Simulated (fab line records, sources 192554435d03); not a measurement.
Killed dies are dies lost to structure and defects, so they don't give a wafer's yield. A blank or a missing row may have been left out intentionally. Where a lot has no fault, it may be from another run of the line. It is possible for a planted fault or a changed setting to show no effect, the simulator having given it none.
fab line records	flow n5-finfet
record: lots: 24	wafers: 72	last-day: 18
route steps=1938 shown BEOL_M2@857
lots with no fault: from the same line, run without faults
start-h: the number of hours between the record's first day and the start of the first shown wafer of the lot	wait-h: how many hours have passed since the lot's step before this one	" as in the row above	L1.1+2: a single row standing in for several wafers	- no value, or no start given	* or withheld: withheld	< > ~ a bound
route shown NAME@n: names a module that has steps shown in the file, with the first one's number in the route	usual: mean/standard deviation of fault-free wafers	same: alike in all rows	chamber/n: place in a boat	sites: readings site by site	_std_site: the values' standard deviation	_edge_site: inner sites' mean taken away from outer sites' mean	radius-mm: how far each site lies from the wafer's centre	mask NAME#n: copy n	behind: tool/chamber where the wafer was last shaped	hold: what put the lot on hold/how long, in hours/how the hold closed	device: names the non-switching transistor (n, p or np)	end of line: tests of these same wafers at the route's end	a step with no rows: only its recipe	killed: at the first sort, the dies lost to defects and structure; wafer yield is something else	map: a wafer's dies, x killed, . not, _ none there
set.NAME: the setting the step ran with; set.NAME@STEP: the setting that earlier step ran with	model.NAME: the simulator's own value behind a step, which no gauge read
steps of the route over a sample of lots; a table a step, a row a wafer
services: from which hour (start-h, from the record's first day; less than 0 if before it) a tool's chamber was out of use, for how many hours, and why
== steps ==
step: N5_BEOL_M2_DESCUM_16
recipe: chemistry: O2	time-s: 7	source-power-w: 50	bias-power-w: 20	pressure-mtorr: 20	rf-frequency-hz: 2.712e+07	temp-c: 40	resist: CAR-EUV	o2-flow-sccm: 225
usual: drypump-motor-current-A: 5.6/0.46	oes-product-au: 0.81/0.061	rf-vpp-V: 243.2/1.3	showerhead-plenum-p-Torr: 2.10/0.066	throttle-valve-pct: 20.37/0.24
lot.wafer	tool	chamber	start-h	wait-h	drypump-motor-current-A	oes-product-au	rf-hours-counter-h	rf-vpp-V	showerhead-plenum-p-Torr	throttle-valve-pct
L074.4	rie-diel-02	3	132.11	0.0	5.4	0.78	132	244.7	2.20	20.54
L074.5	"	1	"	"	5.0	0.88	-	241.2	2.04	20.35
L074.6	"	0	"	"	5.4	0.74	-	242.5	2.08	20.46
L075.2	rie-diel-02	2	139.45	0.3	5.1	0.94	15	242.2	2.05	20.58
L075.4	"	3	"	"	5.4	0.78	134	243.1	2.20	20.57
L075.6	"	2	"	"	5.1	0.93	-	242.8	2.05	20.59
L076.2	rie-diel-02	2	147.34	0.0	5.1	0.93	18	242.9	2.05	20.58
L076.3	"	0	"	"	5.4	0.73	145	243.0	2.08	20.47
L076.5	"	0	"	"	5.4	0.73	-	242.4	2.08	20.46
L077.1	rie-diel-02	3	150.52	0.0	5.4	0.78	137	244.9	2.20	20.59
L077.2	"	2	"	"	5.1	0.93	19	241.7	2.05	20.59
L077.5	"	2	"	"	5.1	0.93	-	241.3	2.05	20.60
L078.2	rie-diel-03	2	156.84	0.0	5.6	0.89	25	244.6	2.14	20.01
L078.5	"	2	"	"	5.6	0.89	-	244.1	2.13	20.02
L078.6	"	1	"	"	6.1	0.90	-	244.6	2.14	20.17
L079.3	rie-diel-06	3	182.63	0.0	6.6	0.78	93	242.6	2.12	20.63
L079.4	"	2	"	"	5.4	0.81	96	241.4	2.01	20.33
L079.5	"	3	"	"	6.6	0.79	-	245.4	2.12	20.63
L081.2	rie-diel-03	3	190.24	0.0	6.0	0.76	136	244.4	2.09	20.15
L081.4	"	2	"	"	5.6	0.88	35	244.1	2.13	20.02
L081.5	"	2	"	"	5.6	0.87	-	243.5	2.13	20.01
L082.1	rie-diel-06	0	192.42	0.1	6.2	0.87	41	242.7	2.03	20.43
L082.3	"	3	"	"	6.6	0.79	96	243.0	2.12	20.62
L082.5	"	2	"	"	5.4	0.80	-	241.3	2.01	20.33
L080.2	rie-diel-03	3	193.28	0.1	6.0	0.77	137	243.6	2.09	20.15
L080.5	"	2	"	"	5.6	0.86	-	242.5	2.13	20.03
L080.6	"	1	"	"	6.1	0.88	-	242.2	2.14	20.19
L085.1	rie-diel-03	2	198.44	0.0	5.6	0.87	36	243.5	2.13	20.03
L085.2	"	0	"	"	5.4	0.83	78	245.1	2.21	19.96
L085.6	"	0	"	"	5.5	0.83	-	245.4	2.21	19.96
L083.1	rie-diel-03	1	199.33	0.2	6.1	0.88	48	242.9	2.14	20.19
L083.3	"	3	"	"	6.0	0.76	138	244.5	2.09	20.16
L083.4	"	0	"	"	5.4	0.82	78	245.6	2.21	19.97
L084.2	rie-diel-06	0	206.64	0.1	6.2	0.86	45	241.6	2.03	20.44
L084.4	"	2	"	"	5.4	0.79	104	242.8	2.01	20.34
L084.6	"	2	"	"	5.4	0.80	-	241.8	2.01	20.36
L086.3	rie-diel-02	1	209.81	0.0	5.0	0.85	49	242.1	2.03	20.36
L086.4	"	0	"	"	5.4	0.71	165	243.1	2.07	20.49
L086.5	"	2	"	"	5.1	0.88	-	243.2	2.04	20.63
L087.3	rie-diel-02	1	210.13	0.0	5.0	0.84	49	242.7	2.03	20.38
L087.4	"	2	"	"	5.1	0.89	38	241.8	2.04	20.63
L087.5	"	0	"	"	5.4	0.73	-	243.4	2.07	20.49
L088.2	rie-diel-06	1	217.96	0.0	4.8	0.72	176	240.7	2.02	20.76
L088.4	"	3	"	"	6.6	0.77	104	244.0	2.12	20.64
L088.5	"	2	"	"	5.4	0.79	-	243.4	2.01	20.34
L089.2	rie-diel-03	0	226.86	0.0	5.4	0.81	88	246.1	2.21	19.99
L089.3	"	3	"	"	6.0	0.75	149	243.8	2.08	20.17
L089.5	"	3	"	"	6.0	0.74	-	244.2	2.08	20.15
L090.3	rie-diel-03	0	238.45	0.0	5.4	0.81	92	243.5	2.21	20.03
L090.4	"	2	"	"	5.6	0.85	51	244.0	2.13	20.05
L090.5	"	1	"	"	6.1	0.87	-	244.0	2.13	20.22
L092.1	rie-diel-06	0	241.92	0.0	6.2	0.84	58	242.6	2.03	20.47
L092.2	"	1	"	"	4.9	0.72	186	240.5	2.02	20.76
L092.3	"	2	"	"	5.4	0.79	118	241.3	2.01	20.34
L091.1	rie-diel-02	3	246.21	0.0	5.4	0.75	170	244.6	2.19	20.64
L091.2	"	0	"	"	5.4	0.70	178	242.4	2.07	20.52
L091.3	"	2	"	"	5.1	0.86	52	241.6	2.04	20.64
L093.2	rie-diel-02	0	249.44	0.0	5.4	0.71	179	243.5	2.07	20.51
L093.3	"	2	"	"	5.2	0.86	53	242.1	2.04	20.65
L093.4	"	1	"	"	5.0	0.83	64	243.8	2.03	20.40
L094.1	rie-diel-03	0	263.67	0.0	5.5	0.81	100	243.8	2.21	20.01
L094.5	"	1	"	"	6.1	0.85	-	243.3	2.13	20.23
L094.6	"	0	"	"	5.5	0.80	-	244.4	2.21	20.01
L095.2	rie-diel-03	2	271.24	0.0	5.6	0.83	63	243.3	2.12	20.07
L095.3	"	0	"	"	5.5	0.80	103	245.0	2.21	20.00
L095.4	"	1	"	"	6.1	0.86	72	245.0	2.13	20.21
L097.2	rie-diel-06	1	275.62	0.1	4.8	0.71	197	242.0	2.01	20.77
L097.4	"	2	"	"	5.4	0.77	129	243.5	2.00	20.38
L097.5	"	1	"	"	4.8	0.71	-	242.4	2.01	20.78
L096.1	rie-diel-02	0	279.40	0.0	5.4	0.70	191	243.1	2.06	20.54
L096.2	"	1	"	"	5.1	0.81	76	242.1	2.02	20.41
L096.4	"	3	"	"	5.4	0.75	181	243.5	2.19	20.62
step: N5_BEOL_M2_HM_OPEN_17
recipe: chemistry: Cl2/BCl3	target-depth-a: 200	overetch-a: 60	target: TiN	mask-material: SOC	ion-energy-ev: 150	pressure-mtorr: 10	icp-w: 1000	bias-w: 126	Cl2_flow_sccm: 53.25	bcl3-flow-sccm: 21.75	Ar_flow_sccm: 25
usual: bias-w: 126.0/0.37	drypump-motor-current-A: 5.8/0.45	mfc-cl2-sccm: 53.26/0.17	oes-product-au: 0.67/0.087	throttle-valve-pct: 22.17/0.16
lot.wafer	tool	chamber	start-h	wait-h	bias-w	drypump-motor-current-A	mfc-cl2-sccm	oes-product-au	rf-hours-counter-h	throttle-valve-pct
L074.4	rie-metal-02	0	132.40	0.1	126.5	6.1	53.16	0.63	-	22.20
L074.5	"	1	"	"	126.2	5.6	53.06	0.80	-	22.14
L074.6	"	0	"	"	126.5	6.1	53.24	0.63	-	22.22
L075.2	rie-metal-02	0	139.70	0.0	125.9	6.1	53.26	0.63	55	22.22
L075.4	"	1	"	"	125.7	5.6	53.39	0.80	-	22.13
L075.6	"	0	"	"	126.5	6.1	53.36	0.64	-	22.21
L076.2	rie-metal-01	0	147.60	0.0	126.8	6.1	53.34	0.80	5	22.04
L076.3	"	0	"	"	126.8	6.1	53.17	0.79	-	22.03
L076.5	"	0	"	"	126.4	6.1	53.46	0.80	-	22.03
L077.1	rie-metal-02	0	150.77	0.0	125.7	6.1	53.19	0.63	55	22.23
L077.2	"	1	"	"	125.8	5.6	53.49	0.79	2	22.15
L077.5	"	0	"	"	125.6	6.1	53.41	0.63	-	22.22
L078.2	rie-metal-01	1	157.09	0.0	126.1	5.8	53.03	0.54	107	22.39
L078.5	"	1	"	"	126.0	5.8	52.97	0.55	-	22.40
L078.6	"	0	"	"	125.6	6.2	53.19	0.77	-	22.05
L079.3	rie-metal-01	0	182.91	0.1	125.9	6.2	53.50	0.77	-	22.03
L079.4	"	1	"	"	125.6	5.8	53.10	0.55	-	22.39
L079.5	"	1	"	"	125.8	5.8	53.12	0.56	-	22.38
L081.2	rie-metal-03	1	190.49	0.0	125.5	5.9	53.27	0.58	78	21.82
L081.4	"	1	"	"	125.6	5.9	53.44	0.58	-	21.82
L081.5	"	0	"	"	126.2	4.6	53.37	0.67	-	22.25
L082.1	rie-metal-02	1	192.67	0.0	125.8	5.6	53.09	0.77	6	22.16
L082.3	"	0	"	"	125.3	6.1	53.23	0.62	-	22.23
L082.5	"	1	"	"	125.5	5.6	53.28	0.77	-	22.16
L080.2	rie-metal-01	0	193.53	0.0	126.4	6.2	53.18	0.76	9	22.04
L080.5	"	1	"	"	125.9	5.8	53.33	0.55	-	22.40
L080.6	"	0	"	"	126.4	6.2	53.05	0.76	-	22.06
L085.1	rie-metal-03	1	198.69	0.0	126.1	5.9	53.52	0.58	79	21.81
L085.2	"	0	"	"	125.9	4.6	53.31	0.68	36	22.25
L085.6	"	1	"	"	126.0	5.9	53.41	0.58	-	21.83
L083.1	rie-metal-02	1	199.58	0.0	125.5	5.6	53.19	0.76	6	22.17
L083.3	"	0	"	"	126.2	6.1	53.28	0.62	-	22.23
L083.4	"	1	"	"	125.4	5.6	53.58	0.76	-	22.15
L084.2	rie-metal-02	0	206.90	0.0	126.2	6.1	53.18	0.63	60	22.24
L084.4	"	1	"	"	126.7	5.6	53.09	0.75	-	22.14
L084.6	"	1	"	"	126.5	5.6	53.04	0.76	-	22.16
L086.3	rie-metal-03	0	210.09	0.1	125.6	4.6	53.20	0.68	-	22.24
L086.4	"	1	"	"	125.6	5.9	53.08	0.59	-	21.82
L086.5	"	0	"	"	125.5	4.6	53.48	0.68	-	22.26
L087.3	rie-metal-03	1	210.42	0.1	126.1	6.0	53.02	0.58	-	21.84
L087.4	"	0	"	"	126.0	4.6	53.48	0.67	-	22.26
L087.5	"	1	"	"	126.0	5.9	53.27	0.58	-	21.83
L088.2	rie-metal-01	0	218.21	0.0	125.8	6.1	53.11	0.75	10	22.09
L088.4	"	1	"	"	126.1	5.8	53.19	0.54	-	22.40
L088.5	"	1	"	"	126.0	5.8	53.35	0.55	-	22.39
L089.2	rie-metal-01	1	227.11	0.0	126.1	5.8	53.14	0.55	111	22.38
L089.3	"	1	"	"	125.8	5.8	53.01	0.55	-	22.38
L089.5	"	0	"	"	125.3	6.2	53.37	0.76	-	22.05
L090.3	rie-metal-02	1	238.73	0.1	126.0	5.6	53.25	0.74	-	22.17
L090.4	"	0	"	"	126.5	6.1	53.23	0.62	-	22.23
L090.5	"	0	"	"	125.3	6.1	53.18	0.63	-	22.23
L092.1	rie-metal-01	0	242.17	0.0	126.2	6.2	53.29	0.75	12	22.05
L092.2	"	1	"	"	125.6	5.8	53.46	0.56	113	22.38
L092.3	"	0	"	"	126.5	6.2	53.30	0.76	-	22.04
L091.1	rie-metal-02	0	246.46	0.0	125.6	6.1	53.15	0.62	64	22.24
L091.2	"	1	"	"	125.8	5.6	52.96	0.74	11	22.16
L091.3	"	1	"	"	125.7	5.6	52.96	0.74	-	22.17
L093.2	rie-metal-02	0	249.69	0.0	125.9	6.1	53.20	0.61	64	22.25
L093.3	"	1	"	"	126.4	5.6	53.21	0.74	-	22.18
L093.4	"	0	"	"	125.7	6.1	53.29	0.62	-	22.23
L094.1	rie-metal-03	1	263.93	0.0	125.7	5.9	53.25	0.58	85	21.83
L094.5	"	0	"	"	126.0	4.6	53.44	0.67	-	22.24
L094.6	"	1	"	"	126.1	5.9	53.16	0.58	-	21.82
L095.2	rie-metal-01	1	271.49	0.0	125.8	5.8	53.23	0.55	114	22.37
L095.3	"	0	"	"	125.5	6.1	53.09	0.75	-	22.05
L095.4	"	1	"	"	126.7	5.8	53.29	0.55	-	22.38
L097.2	rie-metal-02	0	275.87	0.0	126.5	6.1	53.09	0.61	67	22.21
L097.4	"	0	"	"	126.2	6.1	53.41	0.62	-	22.22
L097.5	"	1	"	"	126.5	5.6	53.01	0.74	-	22.15
L096.1	rie-metal-01	1	279.66	0.0	125.8	5.8	53.11	0.54	115	22.42
L096.2	"	0	"	"	126.5	6.1	53.28	0.74	16	22.06
L096.4	"	1	"	"	126.1	5.8	53.19	0.55	-	22.39
step: N5_BEOL_M2_CD_MEAS_18
recipe: pitch-nm: 36	target-cd-nm: 18
usual: cd-nm: 18.1/0.31
lot.wafer	tool	chamber	start-h	wait-h	cd-nm
L074.4	cd-sem-01	-	132.65	0.1	17.9
L074.5	"	-	"	"	17.3
L074.6	"	-	"	"	17.3
L075.2	cd-sem-03	-	139.92	0.1	17.8
L075.4	"	-	"	"	18.1
L075.6	"	-	"	"	17.5
L076.2	cd-sem-01	-	147.78	0.1	17.8
L076.3	"	-	"	"	18.2
L076.5	"	-	"	"	18.7
L077.1	cd-sem-02	-	150.95	0.0	18.2
L077.2	"	-	"	"	17.7
L077.5	"	-	"	"	17.2
L078.2	cd-sem-02	-	157.43	0.1	17.3
L078.5	"	-	"	"	17.7
L078.6	"	-	"	"	18.1
L079.3	cd-sem-01	-	183.06	0.1	17.7
L079.4	"	-	"	"	18.0
L079.5	"	-	"	"	18.2
L081.2	cd-sem-02	-	190.68	0.1	18.5
L081.4	"	-	"	"	17.8
L081.5	"	-	"	"	17.5
L082.1	cd-sem-02	-	192.85	0.0	18.1
L082.3	"	-	"	"	17.8
L082.5	"	-	"	"	17.9
L080.2	cd-sem-01	-	193.71	0.1	18.6
L080.5	"	-	"	"	18.1
L080.6	"	-	"	"	18.0
L085.1	cd-sem-02	-	198.87	0.0	17.8
L085.2	"	-	"	"	18.0
L085.6	"	-	"	"	17.9
L083.1	cd-sem-01	-	199.84	0.0	18.3
L083.3	"	-	"	"	18.1
L083.4	"	-	"	"	18.0
L084.2	cd-sem-01	-	207.28	0.1	17.9
L084.4	"	-	"	"	18.5
L084.6	"	-	"	"	18.1
L086.3	cd-sem-02	-	210.24	0.1	18.2
L086.4	"	-	"	"	17.9
L086.5	"	-	"	"	17.7
L087.3	cd-sem-03	-	210.57	0.1	18.1
L087.4	"	-	"	"	17.8
L087.5	"	-	"	"	18.2
L088.2	cd-sem-03	-	218.39	0.1	18.4
L088.4	"	-	"	"	18.1
L088.5	"	-	"	"	18.3
L089.2	cd-sem-01	-	227.29	0.1	18.4
L089.3	"	-	"	"	18.4
L089.5	"	-	"	"	17.9
L090.3	cd-sem-02	-	238.88	0.1	18.2
L090.4	"	-	"	"	17.7
L090.5	"	-	"	"	18.1
L092.1	cd-sem-01	-	242.35	0.0	17.9
L092.2	"	-	"	"	18.1
L092.3	"	-	"	"	18.1
L091.1	cd-sem-02	-	246.64	0.0	18.1
L091.2	"	-	"	"	18.5
L091.3	"	-	"	"	17.9
L093.2	cd-sem-03	-	249.90	0.1	18.7
L093.3	"	-	"	"	18.1
L093.4	"	-	"	"	18.5
L094.1	cd-sem-03	-	264.11	0.0	18.4
L094.5	"	-	"	"	18.7
L094.6	"	-	"	"	18.3
L095.2	cd-sem-02	-	271.70	0.1	17.8
L095.3	"	-	"	"	18.2
L095.4	"	-	"	"	17.9
L097.2	cd-sem-03	-	276.05	0.1	18.1
L097.4	"	-	"	"	17.8
L097.5	"	-	"	"	18.1
L096.1	cd-sem-01	-	279.85	0.0	18.5
L096.2	"	-	"	"	18.1
L096.4	"	-	"	"	18.3
step: N5_BEOL_M2_PRE_CLEAN_45
recipe: gas: H2/He	time-s: 30	temp-c: 250
usual: heater-power-w: 345/43
lot.wafer	tool	chamber	start-h	wait-h	heater-power-w
L074.4	pvd-sputter-03	-	141.39	0.0	365
L074.5	"	-	"	"	295
L074.6	"	-	"	"	351
L075.2	pvd-sputter-02	-	146.10	0.0	315
L075.4	"	-	"	"	414
L075.6	"	-	"	"	365
L076.2	pvd-sputter-01	-	149.41	0.0	381
L076.3	"	-	"	"	327
L076.5	"	-	"	"	322
L077.1	pvd-sputter-02	-	152.65	0.0	416
L077.2	"	-	"	"	367
L077.5	"	-	"	"	420
L078.2	pvd-sputter-01	-	176.57	0.0	338
L078.5	"	-	"	"	339
L078.6	"	-	"	"	375
L079.3	pvd-sputter-01	-	189.68	0.0	325
L079.4	"	-	"	"	371
L079.5	"	-	"	"	357
L080.2	pvd-sputter-01	-	199.41	0.0	343
L080.5	"	-	"	"	325
L080.6	"	-	"	"	323
L081.2	pvd-sputter-02	-	199.78	0.0	370
L081.4	"	-	"	"	323
L081.5	"	-	"	"	312
L082.1	pvd-sputter-03	-	199.78	0.0	316
L082.3	"	-	"	"	368
L082.5	"	-	"	"	299
L085.1	pvd-sputter-02	-	206.09	0.0	427
L085.2	"	-	"	"	289
L085.6	"	-	"	"	429
L083.1	pvd-sputter-03	-	206.20	0.0	357
L083.3	"	-	"	"	312
L083.4	"	-	"	"	357
L084.2	pvd-sputter-02	-	210.39	0.0	318
L084.4	"	-	"	"	366
L084.6	"	-	"	"	372
L087.3	pvd-sputter-02	-	213.61	0.0	375
L087.4	"	-	"	"	430
L087.5	"	-	"	"	271
L086.3	pvd-sputter-01	-	213.67	0.0	335
L086.4	"	-	"	"	373
L086.5	"	-	"	"	382
L088.2	pvd-sputter-02	-	229.73	0.0	431
L088.4	"	-	"	"	317
L088.5	"	-	"	"	372
L089.2	pvd-sputter-01	-	237.88	0.0	334
L089.3	"	-	"	"	387
L089.5	"	-	"	"	375
L090.3	pvd-sputter-01	-	246.07	0.0	338
L090.4	"	-	"	"	364
L090.5	"	-	"	"	321
L092.1	pvd-sputter-02	-	249.81	0.0	422
L092.2	"	-	"	"	312
L092.3	"	-	"	"	367
L093.2	pvd-sputter-03	-	253.22	0.0	360
L093.3	"	-	"	"	311
L093.4	"	-	"	"	354
L091.1	pvd-sputter-02	-	258.51	0.0	370
L091.2	"	-	"	"	425
L091.3	"	-	"	"	313
L094.1	pvd-sputter-02	-	271.03	0.0	422
L094.5	"	-	"	"	307
L094.6	"	-	"	"	282
L095.2	pvd-sputter-01	-	274.69	0.0	370
L095.3	"	-	"	"	357
L095.4	"	-	"	"	326
L097.2	pvd-sputter-02	-	278.55	0.0	373
L097.4	"	-	"	"	422
L097.5	"	-	"	"	368
L096.1	pvd-sputter-03	-	284.61	0.0	295
L096.2	"	-	"	"	363
L096.4	"	-	"	"	314
step: N5_BEOL_M2_ANNEAL_87
recipe: temp-c: 400	time-s: 240	ambient: vacuum
usual: heater-power-w: 855/100
lot.wafer	tool	chamber	start-h	wait-h	heater-power-w
L074.4	pvd-sputter-03	-	142.79	0.0	885
L074.5	"	-	"	"	879
L074.6	"	-	"	"	731
L075.2	pvd-sputter-03	-	147.70	0.0	790
L075.4	"	-	"	"	894
L075.6	"	-	"	"	727
L076.2	pvd-sputter-01	-	150.94	0.0	784
L076.3	"	-	"	"	892
L076.5	"	-	"	"	849
L077.1	pvd-sputter-01	-	154.24	0.0	844
L077.2	"	-	"	"	871
L077.5	"	-	"	"	938
L078.2	pvd-sputter-01	-	179.61	0.0	910
L078.5	"	-	"	"	940
L078.6	"	-	"	"	832
L079.3	pvd-sputter-03	-	191.45	0.0	866
L079.4	"	-	"	"	723
L079.5	"	-	"	"	768
L080.2	pvd-sputter-02	-	200.87	0.0	693
L080.5	"	-	"	"	686
L080.6	"	-	"	"	795
L081.2	pvd-sputter-01	-	201.14	0.0	810
L081.4	"	-	"	"	850
L081.5	"	-	"	"	953
L082.1	pvd-sputter-03	-	201.42	0.0	870
L082.3	"	-	"	"	791
L082.5	"	-	"	"	916
L085.1	pvd-sputter-01	-	207.45	0.0	801
L085.2	"	-	"	"	935
L085.6	"	-	"	"	832
L083.1	pvd-sputter-02	-	208.11	0.0	931
L083.3	"	-	"	"	813
L083.4	"	-	"	"	1063
L084.2	pvd-sputter-01	-	211.69	0.0	895
L084.4	"	-	"	"	810
L084.6	"	-	"	"	834
L087.3	pvd-sputter-03	-	215.08	0.0	901
L087.4	"	-	"	"	731
L087.5	"	-	"	"	901
L086.3	pvd-sputter-02	-	216.87	0.0	708
L086.4	"	-	"	"	900
L086.5	"	-	"	"	783
L088.2	pvd-sputter-02	-	231.19	0.0	1066
L088.4	"	-	"	"	773
L088.5	"	-	"	"	762
L089.2	pvd-sputter-02	-	240.03	0.0	1081
L089.3	"	-	"	"	792
L089.5	"	-	"	"	805
L090.3	pvd-sputter-02	-	247.61	0.0	1043
L090.4	"	-	"	"	920
L090.5	"	-	"	"	708
L092.1	pvd-sputter-02	-	251.47	0.0	1117
L092.2	"	-	"	"	698
L092.3	"	-	"	"	784
L093.2	pvd-sputter-02	-	256.33	0.0	1059
L093.3	"	-	"	"	888
L093.4	"	-	"	"	775
L091.1	pvd-sputter-02	-	259.87	0.0	1079
L091.2	"	-	"	"	936
L091.3	"	-	"	"	686
L094.1	pvd-sputter-01	-	272.59	0.0	829
L094.5	"	-	"	"	807
L094.6	"	-	"	"	807
L095.2	pvd-sputter-02	-	276.03	0.0	711
L095.3	"	-	"	"	778
L095.4	"	-	"	"	900
L097.2	pvd-sputter-03	-	279.98	0.0	870
L097.4	"	-	"	"	728
L097.5	"	-	"	"	898
L096.1	pvd-sputter-02	-	286.26	0.0	697
L096.2	"	-	"	"	787
L096.4	"	-	"	"	1066
step: N5_BEOL_M2_ANNEAL_95
recipe: temp-c: 400	time-s: 240	ambient: vacuum
usual: heater-power-w: 858/110
lot.wafer	tool	chamber	start-h	wait-h	heater-power-w
L074.4	pvd-sputter-03	-	143.67	0.0	917
L074.5	"	-	"	"	874
L074.6	"	-	"	"	746
L075.2	pvd-sputter-03	-	148.58	0.0	785
L075.4	"	-	"	"	890
L075.6	"	-	"	"	738
L076.2	pvd-sputter-01	-	151.82	0.0	805
L076.3	"	-	"	"	879
L076.5	"	-	"	"	824
L077.1	pvd-sputter-01	-	155.12	0.0	844
L077.2	"	-	"	"	905
L077.5	"	-	"	"	927
L078.2	pvd-sputter-01	-	180.49	0.0	954
L078.5	"	-	"	"	949
L078.6	"	-	"	"	840
L079.3	pvd-sputter-03	-	192.33	0.0	884
L079.4	"	-	"	"	724
L079.5	"	-	"	"	769
L080.2	pvd-sputter-02	-	201.75	0.0	712
L080.5	"	-	"	"	686
L080.6	"	-	"	"	782
L081.2	pvd-sputter-01	-	202.02	0.0	782
L081.4	"	-	"	"	843
L081.5	"	-	"	"	948
L082.1	pvd-sputter-03	-	202.30	0.0	875
L082.3	"	-	"	"	777
L082.5	"	-	"	"	911
L085.1	pvd-sputter-01	-	208.33	0.0	803
L085.2	"	-	"	"	927
L085.6	"	-	"	"	844
L083.1	pvd-sputter-02	-	208.99	0.0	925
L083.3	"	-	"	"	765
L083.4	"	-	"	"	1047
L084.2	pvd-sputter-01	-	212.57	0.0	896
L084.4	"	-	"	"	799
L084.6	"	-	"	"	830
L087.3	pvd-sputter-03	-	215.96	0.0	902
L087.4	"	-	"	"	737
L087.5	"	-	"	"	885
L086.3	pvd-sputter-02	-	217.75	0.0	741
L086.4	"	-	"	"	924
L086.5	"	-	"	"	789
L088.2	pvd-sputter-02	-	232.07	0.0	1062
L088.4	"	-	"	"	783
L088.5	"	-	"	"	779
L089.2	pvd-sputter-02	-	240.91	0.0	1073
L089.3	"	-	"	"	778
L089.5	"	-	"	"	784
L090.3	pvd-sputter-02	-	248.49	0.0	1076
L090.4	"	-	"	"	931
L090.5	"	-	"	"	709
L092.1	pvd-sputter-02	-	252.35	0.0	1049
L092.2	"	-	"	"	711
L092.3	"	-	"	"	774
L093.2	pvd-sputter-02	-	257.21	0.0	1048
L093.3	"	-	"	"	945
L093.4	"	-	"	"	783
L091.1	pvd-sputter-02	-	260.75	0.0	1053
L091.2	"	-	"	"	961
L091.3	"	-	"	"	709
L094.1	pvd-sputter-01	-	273.47	0.0	824
L094.5	"	-	"	"	844
L094.6	"	-	"	"	796
L095.2	pvd-sputter-02	-	276.91	0.0	687
L095.3	"	-	"	"	786
L095.4	"	-	"	"	902
L097.2	pvd-sputter-03	-	280.86	0.0	884
L097.4	"	-	"	"	733
L097.5	"	-	"	"	892
L096.1	pvd-sputter-02	-	287.14	0.0	692
L096.2	"	-	"	"	778
L096.4	"	-	"	"	1101
== services ==
tool	chamber	start-h	hours	kind
rie-diel-06	0	131.05	5.5	repair
rie-metal-03	0	132.05	12.0	repair
pvd-sputter-03	-	137.72	2.9	repair
rie-diel-06	0	162.38	3.7	repair
rie-diel-02	1	162.82	3.1	repair
pvd-sputter-03	-	164.10	7.1	repair
rie-metal-01	-	195.05	14.6	pm
rie-metal-01	-	210.27	0.7	repair
rie-diel-06	3	237.05	5.0	repair
rie-metal-01	1	246.97	16.4	repair
rie-metal-03	-	264.13	0.5	repair
== key ==
fault none
